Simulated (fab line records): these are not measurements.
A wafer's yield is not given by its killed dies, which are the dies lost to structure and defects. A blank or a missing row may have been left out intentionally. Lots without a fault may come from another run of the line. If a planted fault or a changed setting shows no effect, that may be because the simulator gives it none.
Which tool did it? / flow nandHarc / 14 lots with 42 wafers sampled at 5 steps, on a route of 1302 steps

WHAT THE GAUGES READ, wafer by wafer
NHARC_A_CHANNEL_HOLE_D1_CD_MEAS_30.
lot=L220; measured=day 8 14:28; on=cdSem-02; cdNm (nm)=89.5 90.5 91.0
lot=L221; measured=day 9 10:52; on=cdSem-02; cdNm (nm)=89.7 88.4 89.9
lot=L222; measured=day 9 18:32; on=cdSem-03; cdNm (nm)=88.9 88.0 89.4
lot=L223; measured=day 10 02:28; on=cdSem-03; cdNm (nm)=88.3 88.3 88.1
lot=L225; measured=day 10 20:58; on=cdSem-03; cdNm (nm)=89.5 89.6 88.2
lot=L226; measured=day 11 10:05; on=cdSem-01; cdNm (nm)=92.0 88.9 91.4
lot=L227; measured=day 11 14:12; on=cdSem-02; cdNm (nm)=90.8 89.9 89.6
lot=L228; measured=day 12 09:12; on=cdSem-03; cdNm (nm)=91.3 91.0 92.9
lot=L229; measured=day 12 13:58; on=cdSem-01; cdNm (nm)=88.6 91.0 90.9
lot=L231; measured=day 13 07:21; on=cdSem-02; cdNm (nm)=88.1 87.3 88.1
lot=L232; measured=day 13 14:51; on=cdSem-01; cdNm (nm)=87.5 88.1 89.2
lot=L236; measured=day 15 21:17; on=cdSem-03; cdNm (nm)=90.2 88.9 88.4
lot=L240; measured=day 17 08:56; on=cdSem-02; cdNm (nm)=91.1 90.8 90.2
lot=L242; measured=day 18 08:02; on=cdSem-03; cdNm (nm)=88.4 88.6 90.7

NHARC_A_ONON_D2_THK_MEAS_11: measures by ellipsometry.
lot=L220; measured=day 12 04:32; on=filmMetro-02; thkNm (nm)=1005 1002 1003
lot=L221; measured=day 13 01:52; on=filmMetro-01; thkNm (nm)=1002 1003 1004
lot=L222; measured=day 13 10:56; on=filmMetro-02; thkNm (nm)=990 990 990
lot=L223; measured=day 13 17:43; on=filmMetro-01; thkNm (nm)=992 992 991
lot=L225; measured=day 14 16:39; on=filmMetro-02; thkNm (nm)=1003 1004 1006
lot=L226; measured=day 15 01:40; on=filmMetro-02; thkNm (nm)=1004 1004 1005
lot=L227; measured=day 15 04:16; on=filmMetro-02; thkNm (nm)=984 985 982
lot=L228; measured=day 16 02:08; on=filmMetro-01; thkNm (nm)=988 987 990
lot=L229; measured=day 16 05:17; on=filmMetro-02; thkNm (nm)=1006 1005 1005
lot=L231; measured=day 17 01:55; on=filmMetro-01; thkNm (nm)=1007 1007 1006
lot=L232; measured=day 17 07:49; on=filmMetro-02; thkNm (nm)=998 996 999
lot=L236; measured=day 19 10:58; on=filmMetro-01; thkNm (nm)=996 996 997
lot=L240; measured=day 20 21:36; on=filmMetro-01; thkNm (nm)=1576 1577 1574
lot=L242; measured=day 22 00:35; on=filmMetro-01; thkNm (nm)=1555 1554 1553

NHARC_END_SORT_01.
lot=L240; measured=day 33 05:17; on=prober-02; killedAtArray=672 673 673; killedAtOther=0 0 0; killedAtPeriphery=5 4 4; killedDies=677 677 677; killedOpen=4 6 4; killedShort=1 0 3
lot=L242; measured=day 34 07:01; on=prober-01; killedAtArray=676 674 672; killedAtOther=1 0 0; killedAtPeriphery=0 3 5; killedDies=677 677 677; killedOpen=3 3 7; killedShort=1 4 4

TOOL THAT RAN EACH LOT (tool first, then ch and the chambers of the sampled wafers, then the start)
lot=L220; NHARC_A_CHANNEL_HOLE_D1_ETCH_25=harEtch-02 ch 0,1, day 8 11:41; NHARC_A_ONON_D2_DEP_09=pecvdOnon-04 ch 0, day 12 04:01
lot=L221; NHARC_A_CHANNEL_HOLE_D1_ETCH_25=harEtch-01 ch 1, day 9 08:23; NHARC_A_ONON_D2_DEP_09=pecvdOnon-03 ch 0, day 13 01:22
lot=L222; NHARC_A_CHANNEL_HOLE_D1_ETCH_25=harEtch-02 ch 1, day 9 15:50; NHARC_A_ONON_D2_DEP_09=pecvdOnon-01 ch 0, day 13 10:28
lot=L223; NHARC_A_CHANNEL_HOLE_D1_ETCH_25=harEtch-01 ch 0,1, day 9 23:30; NHARC_A_ONON_D2_DEP_09=pecvdOnon-04 ch 0, day 13 17:13
lot=L225; NHARC_A_CHANNEL_HOLE_D1_ETCH_25=harEtch-01 ch 0,1, day 10 18:22; NHARC_A_ONON_D2_DEP_09=pecvdOnon-03 ch 0, day 14 16:08
lot=L226; NHARC_A_CHANNEL_HOLE_D1_ETCH_25=harEtch-02 ch 0,1, day 11 07:34; NHARC_A_ONON_D2_DEP_09=pecvdOnon-03 ch 0, day 15 01:08
lot=L227; NHARC_A_CHANNEL_HOLE_D1_ETCH_25=harEtch-02 ch 0,1, day 11 11:52; NHARC_A_ONON_D2_DEP_09=pecvdOnon-04 ch 0, day 15 03:52
lot=L228; NHARC_A_CHANNEL_HOLE_D1_ETCH_25=harEtch-01 ch 0,1, day 12 06:43; NHARC_A_ONON_D2_DEP_09=pecvdOnon-03 ch 0, day 16 01:49
lot=L229; NHARC_A_CHANNEL_HOLE_D1_ETCH_25=harEtch-02 ch 0,1, day 12 11:46; NHARC_A_ONON_D2_DEP_09=pecvdOnon-03 ch 0, day 16 04:54
lot=L231; NHARC_A_CHANNEL_HOLE_D1_ETCH_25=harEtch-02 ch 0,1, day 13 04:43; NHARC_A_ONON_D2_DEP_09=pecvdOnon-01 ch 0, day 17 01:23
lot=L232; NHARC_A_CHANNEL_HOLE_D1_ETCH_25=harEtch-01 ch 0,1, day 13 12:23; NHARC_A_ONON_D2_DEP_09=pecvdOnon-01 ch 0, day 17 07:19
lot=L236; NHARC_A_CHANNEL_HOLE_D1_ETCH_25=harEtch-02 ch 0,1, day 15 18:38; NHARC_A_ONON_D2_DEP_09=pecvdOnon-04 ch 0, day 19 10:31
lot=L240; NHARC_A_CHANNEL_HOLE_D1_ETCH_25=harEtch-01 ch 0,1, day 17 06:35; NHARC_A_ONON_D2_DEP_09=pecvdOnon-03 ch 0, day 20 21:12
lot=L242; NHARC_A_CHANNEL_HOLE_D1_ETCH_25=harEtch-01 ch 0,1, day 18 05:34; NHARC_A_ONON_D2_DEP_09=pecvdOnon-03 ch 0, day 22 00:04
- NHARC_A_CHANNEL_HOLE_D1_ETCH_25: etches the open film in C4F8/O2/Ar, time 1040.2 s, target depth 1500 nm.
- NHARC_A_ONON_D2_DEP_09: target thk 1000 nm.

WHAT THE TOOLS THEMSELVES READ (means of the sampled wafers that have a number; where no wafer has one, the mark that the record gives instead)
NHARC_A_CHANNEL_HOLE_D1_ETCH_25.
lot=L220; tool=harEtch-02; drypumpMotorCurrentA (A)=5.8; heBacksideLeakSccm (sccm)=6.9; showerheadPlenumPTorr (Torr)=3.67; throttleValvePct (%)=32.236
lot=L221; tool=harEtch-01; drypumpMotorCurrentA (A)=6.2; heBacksideLeakSccm (sccm)=5.9; showerheadPlenumPTorr (Torr)=3.72; throttleValvePct (%)=32.230
lot=L222; tool=harEtch-02; drypumpMotorCurrentA (A)=6.6; heBacksideLeakSccm (sccm)=6.9; showerheadPlenumPTorr (Torr)=3.75; throttleValvePct (%)=32.243
lot=L223; tool=harEtch-01; drypumpMotorCurrentA (A)=6.1; heBacksideLeakSccm (sccm)=5.4; showerheadPlenumPTorr (Torr)=3.77; throttleValvePct (%)=32.246
lot=L225; tool=harEtch-01; drypumpMotorCurrentA (A)=6.1; heBacksideLeakSccm (sccm)=5.6; showerheadPlenumPTorr (Torr)=3.76; throttleValvePct (%)=32.237
lot=L226; tool=harEtch-02; drypumpMotorCurrentA (A)=5.8; heBacksideLeakSccm (sccm)=7.0; showerheadPlenumPTorr (Torr)=3.65; throttleValvePct (%)=32.235
lot=L227; tool=harEtch-02; drypumpMotorCurrentA (A)=6.2; heBacksideLeakSccm (sccm)=6.8; showerheadPlenumPTorr (Torr)=3.69; throttleValvePct (%)=32.244
lot=L228; tool=harEtch-01; drypumpMotorCurrentA (A)=6.1; heBacksideLeakSccm (sccm)=5.5; showerheadPlenumPTorr (Torr)=3.75; throttleValvePct (%)=32.229
lot=L229; tool=harEtch-02; drypumpMotorCurrentA (A)=6.2; heBacksideLeakSccm (sccm)=6.8; showerheadPlenumPTorr (Torr)=3.68; throttleValvePct (%)=32.219
lot=L231; tool=harEtch-02; drypumpMotorCurrentA (A)=5.8; heBacksideLeakSccm (sccm)=7.1; showerheadPlenumPTorr (Torr)=3.63; throttleValvePct (%)=32.240
lot=L232; tool=harEtch-01; drypumpMotorCurrentA (A)=6.0; heBacksideLeakSccm (sccm)=5.4; showerheadPlenumPTorr (Torr)=3.79; throttleValvePct (%)=32.233
lot=L236; tool=harEtch-02; drypumpMotorCurrentA (A)=6.2; heBacksideLeakSccm (sccm)=7.0; showerheadPlenumPTorr (Torr)=3.66; throttleValvePct (%)=32.237
lot=L240; tool=harEtch-01; drypumpMotorCurrentA (A)=6.1; heBacksideLeakSccm (sccm)=5.9; showerheadPlenumPTorr (Torr)=3.71; throttleValvePct (%)=32.245
lot=L242; tool=harEtch-01; drypumpMotorCurrentA (A)=6.0; heBacksideLeakSccm (sccm)=5.7; showerheadPlenumPTorr (Torr)=3.75; throttleValvePct (%)=32.233

THE ANSWER, worked out from the rows above alone
Rule: usual is defined by the lots themselves. Put in order of their means at a reading, lots are off if they are a third of the lots or fewer, leave a main group of 4 or more, and stand apart from it by a gap of 3 or more times the standard deviation of the main group's means; of several such gaps the widest counts. A main group is skipped when, at the precision printed for the reading in the tables above, its means are all equal. A lot without any number at a reading at which 4 lots or more have one is off too. The other lots that the step has rows for count as sound. After the gauges, taken in route order, come the tools' own readings; for these a lot's mean is taken, as printed above. The first step at which some lot is off is used, and at that step the reading that is off furthest; a lot without a number counts as furthest.
Off: L240, L242 (NHARC_A_ONON_D2_THK_MEAS_11, thkNm). The main group: mean 998 nm, standard deviation 7.5.
A tool fits if, at a process step before that reading, it ran every lot that is off, and no sound lot after the first of them. The gauges at NHARC_A_ONON_D2_THK_MEAS_11 are tried like those tools. Can't be told from this: 3 tools fit, harEtch-01 at NHARC_A_CHANNEL_HOLE_D1_ETCH_25, pecvdOnon-03 at NHARC_A_ONON_D2_DEP_09, filmMetro-01 at NHARC_A_ONON_D2_THK_MEAS_11.

WHAT THE SIMULATOR HAD INSERTED
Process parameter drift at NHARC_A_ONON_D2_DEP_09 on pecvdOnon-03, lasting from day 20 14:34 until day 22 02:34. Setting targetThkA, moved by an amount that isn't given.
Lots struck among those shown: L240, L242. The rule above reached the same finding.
